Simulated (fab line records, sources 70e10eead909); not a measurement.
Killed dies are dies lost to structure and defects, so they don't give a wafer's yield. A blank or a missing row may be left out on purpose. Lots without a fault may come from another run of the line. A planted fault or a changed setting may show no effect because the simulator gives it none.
Which tool did it? | flow nand_harc | 24 lots, 72 wafers sampled, at 6 steps of a route of 1302

WHAT THE GAUGES READ, wafer by wafer
NHARC_P_M0_CD_MEAS_09: target cd 90 nm. Usual: cd_nm 90.3 nm, standard deviation 0.83.
lot  | measured     | on        | cd_nm (nm)     | flag
L074 | day 6 10:24  | cd_sem-02 | 89.4 89.5 90.4 |
L075 | day 6 16:55  | cd_sem-03 | 91.9 90.6 89.2 |
L076 | day 6 18:48  | cd_sem-01 | 89.8 90.0 89.6 |
L077 | day 7 12:44  | cd_sem-01 | 89.4 91.6 90.6 |
L078 | day 7 18:50  | cd_sem-01 | 91.6 90.6 91.6 |
L079 | day 8 06:50  | cd_sem-02 | 90.8 90.7 90.8 |
L080 | day 8 14:06  | cd_sem-01 | 90.6 88.7 89.4 |
L081 | day 8 23:55  | cd_sem-02 | 90.3 91.9 89.5 |
L082 | day 9 11:28  | cd_sem-03 | 90.7 90.0 88.6 |
L083 | day 10 07:24 | cd_sem-01 | 91.5 91.2 90.7 |
L084 | day 10 11:55 | cd_sem-03 | 91.7 90.4 90.0 |
L085 | day 10 14:53 | cd_sem-01 | 91.2 90.5 91.5 |
L086 | day 11 05:27 | cd_sem-01 | 90.2 90.1 90.3 |
L087 | day 11 10:00 | cd_sem-03 | 90.6 91.2 91.9 |
L088 | day 12 04:28 | cd_sem-02 | 90.3 90.7 90.8 |
L089 | day 12 06:04 | cd_sem-02 | 90.4 91.0 90.9 |
L090 | day 12 19:58 | cd_sem-01 | 89.0 88.3 90.3 |
L091 | day 13 09:40 | cd_sem-01 | 90.6 91.1 92.0 |
L092 | day 13 15:36 | cd_sem-02 | 90.6 89.6 89.7 |
L093 | day 14 06:20 | cd_sem-01 | 89.1 90.4 90.0 |
L094 | day 14 11:59 | cd_sem-02 | 89.4 89.8 90.5 |
L095 | day 14 21:43 | cd_sem-03 | 90.8 89.9 90.3 |
L096 | day 15 06:11 | cd_sem-01 | 90.1 91.0 90.4 |
L097 | day 15 19:32 | cd_sem-02 | 89.6 89.4 88.7 |

NHARC_P_M0_OVL_MEAS_10: pitch 180 nm. Usual: overlay_x_nm 0.1 nm, standard deviation 0.79; overlay_y_nm 0.0 nm, standard deviation 1.1.
lot  | measured     | on         | overlay_x_nm (nm) | overlay_y_nm (nm) | flag
L074 | day 6 10:29  | overlay-02 | -0.9 -0.4 -0.6    | -0.8 -0.6 -1.2    |
L075 | day 6 17:00  | overlay-01 | 0.1 -0.6 -0.2     | -0.9 -0.9 -0.4    |
L076 | day 6 18:53  | overlay-01 | 0.6 0.3 0.4       | 0.1 0.2 -0.1      |
L077 | day 7 12:49  | overlay-01 | 0.6 0.8 0.9       | -1.2 -1.1 -0.1    |
L078 | day 7 18:55  | overlay-02 | -0.3 -0.5 -0.4    | 0.4 0.6 0.7       |
L079 | day 8 06:55  | overlay-01 | -1.6 -1.5 -1.2    | -1.0 -1.2 -0.7    |
L080 | day 8 14:11  | overlay-02 | -0.2 -0.5 0.3     | 0.1 -0.7 -0.4     |
L081 | day 9 00:01  | overlay-01 | -0.7 -0.2 -0.4    | -0.7 -0.8 -0.6    |
L082 | day 9 11:33  | overlay-02 | 0.8 0.2 0.2       | 2.3 1.4 1.0       |
L083 | day 10 07:29 | overlay-01 | 0.0 0.3 0.1       | 1.3 1.5 0.9       |
L084 | day 10 12:00 | overlay-01 | -0.7 -0.5 -0.4    | 2.0 1.9 2.1       |
L085 | day 10 14:59 | overlay-02 | 1.1 0.4 0.3       | -1.3 -0.7 -0.6    |
L086 | day 11 05:32 | overlay-01 | 0.5 0.3 0.2       | -1.4 -1.3 -1.2    |
L087 | day 11 10:05 | overlay-01 | 1.3 1.4 1.8       | 1.2 1.0 0.8       |
L088 | day 12 04:33 | overlay-01 | 0.7 0.0 0.2       | 0.0 -0.3 0.3      |
L089 | day 12 06:08 | overlay-02 | 1.2 1.2 0.5       | 0.6 1.2 0.8       |
L090 | day 12 20:02 | overlay-02 | -1.1 -0.9 -1.3    | 0.0 0.1 0.9       |
L091 | day 13 09:45 | overlay-02 | -1.2 -1.4 -1.1    | -2.0 -2.5 -2.2    |
L092 | day 13 15:41 | overlay-02 | 0.0 0.2 0.1       | -0.1 0.3 -0.4     |
L093 | day 14 06:26 | overlay-01 | 0.2 0.0 0.4       | -0.4 -0.3 -0.2    |
L094 | day 14 12:04 | overlay-01 | 0.6 0.5 1.2       | -0.1 -0.8 -0.2    |
L095 | day 14 21:48 | overlay-02 | 0.8 1.6 0.7       | 0.8 0.8 1.4       |
L096 | day 15 06:17 | overlay-02 | 1.1 1.5 1.5       | 0.0 -0.2 -0.6     |
L097 | day 15 19:38 | overlay-01 | 0.0 0.0 -0.4      | 1.7 1.1 1.1       |

NHARC_P_M1_INSPECT_27. Usual: raw_defect_count 358, standard deviation 150.
lot  | measured     | on                | raw_defect_count | flag
L074 | day 6 17:12  | defect_inspect-02 | 461 539 562      |
L075 | day 6 23:51  | defect_inspect-02 | 185 238 308      |
L076 | day 7 01:42  | defect_inspect-02 | 176 237 364      |
L077 | day 7 19:34  | defect_inspect-01 | 302 704 343      |
L078 | day 8 02:07  | defect_inspect-02 | 189 441 213      |
L079 | day 8 13:35  | defect_inspect-02 | 199 384 383      |
L080 | day 8 20:49  | defect_inspect-01 | 750 707 746      |
L081 | day 9 06:43  | defect_inspect-02 | 278 392 284      |
L082 | day 9 18:10  | defect_inspect-01 | 318 343 354      |
L083 | day 10 14:13 | defect_inspect-02 | 277 186 175      |
L084 | day 10 19:23 | defect_inspect-02 | 373 341 439      |
L085 | day 10 21:50 | defect_inspect-01 | 315 366 281      |
L086 | day 11 12:26 | defect_inspect-01 | 334 156 243      |
L087 | day 11 17:32 | defect_inspect-02 | 270 616 410      |
L088 | day 12 11:34 | defect_inspect-02 | 286 588 532      |
L089 | day 12 12:58 | defect_inspect-02 | 351 389 482      |
L090 | day 13 02:54 | defect_inspect-01 | 541 362 523      |
L091 | day 13 16:57 | defect_inspect-02 | 295 464 335      |
L092 | day 13 22:25 | defect_inspect-02 | 387 206 230      |
L093 | day 14 13:39 | defect_inspect-01 | 227 488 375      |
L094 | day 14 18:41 | defect_inspect-02 | 160 328 159      |
L095 | day 15 04:32 | defect_inspect-01 | 416 234 191      |
L096 | day 15 13:10 | defect_inspect-02 | 387 235 197      |
L097 | day 16 02:25 | defect_inspect-01 | 597 336 463      |

WHICH TOOL RAN EACH LOT (tool, then ch and the chambers of the sampled wafers, then the start)
lot  | NHARC_P_M0_ETCH_15                            | NHARC_P_M0_PVD_21                       | NHARC_P_M1_PRE_CLEAN_30
L074 | rie_diel-03 ch 0,1,3, day 6 17:12 or earlier  | pvd_sputter-03, day 6 17:12 or earlier  | pvd_sputter-03, day 6 17:12 or earlier
L075 | rie_diel-08 ch 0,2,3, day 6 23:51 or earlier  | pvd_sputter-03, day 6 23:51 or earlier  | pvd_sputter-01, day 6 23:51 or earlier
L076 | rie_diel-12 ch 2,3, day 7 01:42 or earlier    | pvd_sputter-03, day 7 01:42 or earlier  | pvd_sputter-02, day 7 01:42 or earlier
L077 | rie_diel-08 ch 0,2,3, day 7 19:34 or earlier  | pvd_sputter-03, day 7 19:34 or earlier  | pvd_sputter-01, day 7 19:34 or earlier
L078 | rie_diel-08 ch 0,1,3, day 8 02:07 or earlier  | pvd_sputter-03, day 8 02:07 or earlier  | pvd_sputter-01, day 8 02:07 or earlier
L079 | rie_diel-03 ch 1,2, day 8 13:35 or earlier    | pvd_sputter-02, day 8 13:35 or earlier  | pvd_sputter-02, day 8 13:35 or earlier
L080 | rie_diel-03 ch 0,1, day 8 20:49 or earlier    | pvd_sputter-02, day 8 20:49 or earlier  | pvd_sputter-02, day 8 20:49 or earlier
L081 | rie_diel-03 ch 1,2,3, day 9 06:43 or earlier  | pvd_sputter-01, day 9 06:43 or earlier  | pvd_sputter-03, day 9 06:43 or earlier
L082 | rie_diel-08 ch 1,3, day 9 18:10 or earlier    | pvd_sputter-02, day 9 18:10 or earlier  | pvd_sputter-01, day 9 18:10 or earlier
L083 | rie_diel-12 ch 1,2,3, day 10 14:13 or earlier | pvd_sputter-01, day 10 14:13 or earlier | pvd_sputter-02, day 10 14:13 or earlier
L084 | rie_diel-03 ch 1,2, day 10 19:23 or earlier   | pvd_sputter-02, day 10 19:23 or earlier | pvd_sputter-03, day 10 19:23 or earlier
L085 | rie_diel-08 ch 0,1,2, day 10 21:50 or earlier | pvd_sputter-02, day 10 21:50 or earlier | pvd_sputter-01, day 10 21:50 or earlier
L086 | rie_diel-03 ch 0,1,3, day 11 12:26 or earlier | pvd_sputter-02, day 11 12:26 or earlier | pvd_sputter-03, day 11 12:26 or earlier
L087 | rie_diel-03 ch 1,2,3, day 11 17:32 or earlier | pvd_sputter-02, day 11 17:32 or earlier | pvd_sputter-02, day 11 17:32 or earlier
L088 | rie_diel-03 ch 0,2,3, day 12 11:34 or earlier | pvd_sputter-02, day 12 11:34 or earlier | pvd_sputter-01, day 12 11:34 or earlier
L089 | rie_diel-03 ch 0,1,3, day 12 12:58 or earlier | pvd_sputter-02, day 12 12:58 or earlier | pvd_sputter-03, day 12 12:58 or earlier
L090 | rie_diel-12 ch 0,3, day 13 02:54 or earlier   | pvd_sputter-03, day 13 02:54 or earlier | pvd_sputter-03, day 13 02:54 or earlier
L091 | rie_diel-12 ch 1,2,3, day 13 16:57 or earlier | pvd_sputter-01, day 13 16:57 or earlier | pvd_sputter-03, day 13 16:57 or earlier
L092 | rie_diel-08 ch 0,1,2, day 13 22:25 or earlier | pvd_sputter-01, day 13 22:25 or earlier | pvd_sputter-03, day 13 22:25 or earlier
L093 | rie_diel-08 ch 1,2,3, day 14 13:39 or earlier | pvd_sputter-03, day 14 13:39 or earlier | pvd_sputter-03, day 14 13:39 or earlier
L094 | rie_diel-03 ch 0,1, day 14 18:41 or earlier   | pvd_sputter-03, day 14 18:41 or earlier | pvd_sputter-03, day 14 18:41 or earlier
L095 | rie_diel-03 ch 2,3, day 15 04:32 or earlier   | pvd_sputter-03, day 15 04:32 or earlier | pvd_sputter-02, day 15 04:32 or earlier
L096 | rie_diel-08 ch 1,3, day 15 13:10 or earlier   | pvd_sputter-02, day 15 13:10 or earlier | pvd_sputter-01, day 15 13:10 or earlier
L097 | rie_diel-03 ch 2,3, day 16 02:25 or earlier   | pvd_sputter-02, day 16 02:25 or earlier | pvd_sputter-03, day 16 02:25 or earlier
- NHARC_P_M0_ETCH_15: etches the open film in C4F8/Ar, target depth 150 nm, overetch 15 nm, time 82.5 s.
- NHARC_P_M0_PVD_21: deposits Cu, target thk 30 nm, time 20.49 s.
- NHARC_P_M1_PRE_CLEAN_30: time 30 s.

WHAT THE TOOLS THEMSELVES READ (means of the sampled wafers that have a number; where no wafer has one, the mark that the record gives instead)
NHARC_P_M0_ETCH_15. Usual: oes_product_au 0.956 a.u., standard deviation 0.021; rf_vpp_V 440.4 V, standard deviation 2.7.
lot  | tool        | oes_product_au (a.u.) | rf_vpp_V (V) | flag
L074 | rie_diel-03 | 0.981                 | 441.3        |
L075 | rie_diel-08 | 0.929                 | 441.7        |
L076 | rie_diel-12 | 0.964                 | 443.2        |
L077 | rie_diel-08 | 0.971                 | 441.7        |
L078 | rie_diel-08 | 0.937                 | 439.9        |
L079 | rie_diel-03 | 0.963                 | 438.8        |
L080 | rie_diel-03 | 0.971                 | 438.5        |
L081 | rie_diel-03 | 0.968                 | 441.6        |
L082 | rie_diel-08 | 0.959                 | 442.3        |
L083 | rie_diel-12 | 0.971                 | 442.1        |
L084 | rie_diel-03 | 0.973                 | 438.3        |
L085 | rie_diel-08 | 0.959                 | 439.8        |
L086 | rie_diel-03 | 0.975                 | 441.0        |
L087 | rie_diel-03 | 0.980                 | 441.3        |
L088 | rie_diel-03 | 0.957                 | 439.6        |
L089 | rie_diel-03 | 0.970                 | 441.2        |
L090 | rie_diel-12 | 0.963                 | 439.9        |
L091 | rie_diel-12 | 0.938                 | 442.0        |
L092 | rie_diel-08 | 0.923                 | 438.9        |
L093 | rie_diel-08 | 0.910                 | 441.4        |
L094 | rie_diel-03 | 0.963                 | 439.1        |
L095 | rie_diel-03 | 0.947                 | 440.4        |
L096 | rie_diel-08 | 0.912                 | 441.9        |
L097 | rie_diel-03 | 0.955                 | 442.2        |

NHARC_P_M0_PVD_21. Usual: throttle_valve_pct 30.2 %, standard deviation 0.97.
lot  | tool           | throttle_valve_pct (%) | flag
L074 | pvd_sputter-03 | 31.0                   |
L075 | pvd_sputter-03 | 29.5                   |
L076 | pvd_sputter-03 | 30.5                   |
L077 | pvd_sputter-03 | 30.4                   |
L078 | pvd_sputter-03 | 30.5                   |
L079 | pvd_sputter-02 | 29.8                   |
L080 | pvd_sputter-02 | 30.1                   |
L081 | pvd_sputter-01 | 30.3                   |
L082 | pvd_sputter-02 | 29.8                   |
L083 | pvd_sputter-01 | 30.0                   |
L084 | pvd_sputter-02 | 29.5                   |
L085 | pvd_sputter-02 | 29.7                   |
L086 | pvd_sputter-02 | 29.9                   |
L087 | pvd_sputter-02 | 29.5                   |
L088 | pvd_sputter-02 | 30.2                   |
L089 | pvd_sputter-02 | 30.7                   |
L090 | pvd_sputter-03 | 31.0                   |
L091 | pvd_sputter-01 | 29.0                   |
L092 | pvd_sputter-01 | 30.1                   |
L093 | pvd_sputter-03 | 30.9                   |
L094 | pvd_sputter-03 | 30.0                   |
L095 | pvd_sputter-03 | 30.0                   |
L096 | pvd_sputter-02 | 30.1                   |
L097 | pvd_sputter-02 | 31.0                   |

NHARC_P_M1_PRE_CLEAN_30. Usual: heater_power_w 420 W, standard deviation 48.
lot  | tool           | heater_power_w (W) | flag
L074 | pvd_sputter-03 | 408                |
L075 | pvd_sputter-01 | 372                |
L076 | pvd_sputter-02 | 445                |
L077 | pvd_sputter-01 | 353                |
L078 | pvd_sputter-01 | 394                |
L079 | pvd_sputter-02 | 445                |
L080 | pvd_sputter-02 | 457                |
L081 | pvd_sputter-03 | 444                |
L082 | pvd_sputter-01 | 390                |
L083 | pvd_sputter-02 | 448                |
L084 | pvd_sputter-03 | 399                |
L085 | pvd_sputter-01 | 383                |
L086 | pvd_sputter-03 | 429                |
L087 | pvd_sputter-02 | 442                |
L088 | pvd_sputter-01 | 421                |
L089 | pvd_sputter-03 | 459                |
L090 | pvd_sputter-03 | 441                |
L091 | pvd_sputter-03 | 435                |
L092 | pvd_sputter-03 | 463                |
L093 | pvd_sputter-03 | 429                |
L094 | pvd_sputter-03 | 433                |
L095 | pvd_sputter-02 | 445                |
L096 | pvd_sputter-01 | 407                |
L097 | pvd_sputter-03 | 411                |

THE ANSWER, worked out from the rows above alone
Rule: a lot is off if the mean of its wafers that have a number lies more than 3 standard deviations from the usual mean. A lot without any number at a reading at which 4 lots or more have one is off too. The other lots that the step has rows for count as sound. The gauges are gone through in route order, then the tools' own readings, and for those a lot's mean is taken as printed above. The first step at which some lot is off is used, and at that step the reading that is off furthest; a lot without a number counts as furthest.
No lot is off at any reading shown: from this, nothing can be told.

WHAT THE SIMULATOR HAD PUT IN
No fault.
